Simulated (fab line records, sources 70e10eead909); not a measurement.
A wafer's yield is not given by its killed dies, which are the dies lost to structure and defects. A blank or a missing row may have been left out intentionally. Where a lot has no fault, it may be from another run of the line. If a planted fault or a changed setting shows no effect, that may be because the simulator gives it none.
Matching of chambers    flow nand_harc    NHARC_A_STAIRCASE_TRIM_20 on rie_diel-06: 4 sister chambers
The step chemistry O2, time 211.2 s. 16 wafers are shown with their chamber, then 8 later ones without.

## WAFERS, EACH WITH ITS CHAMBER
wafer   chamber  showerhead_plenum_p_Torr (Torr)  drypump_motor_current_A (A)  oes_product_au (a.u.)
L074.3  3        3.65                             5.77                         1.013
L074.4  0        3.31                             5.57                         1.006
L074.5  3        3.65                             5.76                         1.023
L077.1  3        3.65                             5.74                         1.012
L077.4  1        3.35                             6.27                         0.998
L077.5  1        3.35                             6.20                         1.013
L083.3  0        3.30                             5.62                         0.997
L083.4  3        3.64                             5.77                         0.998
L083.5  1        3.34                             6.23                         1.007
L085.1  1        3.33                             6.25                         1.000
L085.2  3        3.64                             5.75                         0.998
L085.3  2        3.33                             5.70                         0.991
L090.1  2        3.33                             5.72                         0.985
L090.4  3        3.63                             5.77                         1.021
L090.5  3        3.63                             5.79                         1.009
L093.1  0        3.29                             5.58                         0.997

SIGNATURES, as means of the wafers listed above
reading                   chamber 0  chamber 1  chamber 2  chamber 3  scatter within a chamber
showerhead_plenum_p_Torr  3.3000     3.3425     3.3300     3.6414     0.00895
drypump_motor_current_A   5.5900     6.2375     5.7100     5.7643     0.0221
oes_product_au            1.00000    1.00450    0.98800    1.01057    0.00818
Rule: distance of a wafer from a chamber = root of the sum over the readings of ((wafer's reading minus chamber's mean) / reading's scatter) squared. The wafer belongs to the nearest chamber; if the next one is less than 2 further off, it can't be placed. The scatter: the root of (the sum of the squares of (reading less its chamber's mean) over the shown wafers, divided by (wafers less chambers)).

## WAFERS MISSING THEIR CHAMBER
wafer   showerhead_plenum_p_Torr (Torr)  drypump_motor_current_A (A)  oes_product_au (a.u.)
L093.3  3.33                             6.24                         1.008
L093.5  3.29                             5.57                         0.992
L092.3  3.29                             5.58                         1.011
L092.5  3.29                             5.62                         1.013
L092.6  3.33                             6.19                         1.019
L095.1  3.32                             6.18                         1.019
L095.3  3.62                             5.75                         1.000
L095.5  3.29                             5.59                         1.009

## WHICH CHAMBER EACH WENT THROUGH
wafer   from the rows above  in truth
L093.3  1                    1
L093.5  0                    0
L092.3  0                    0
L092.5  0                    0
L092.6  1                    1
L095.1  1                    1
L095.3  3                    3
L095.5  0                    0
8 of 8 placed correctly. Left unplaced by these rows: 0. Placed wrongly: 0.
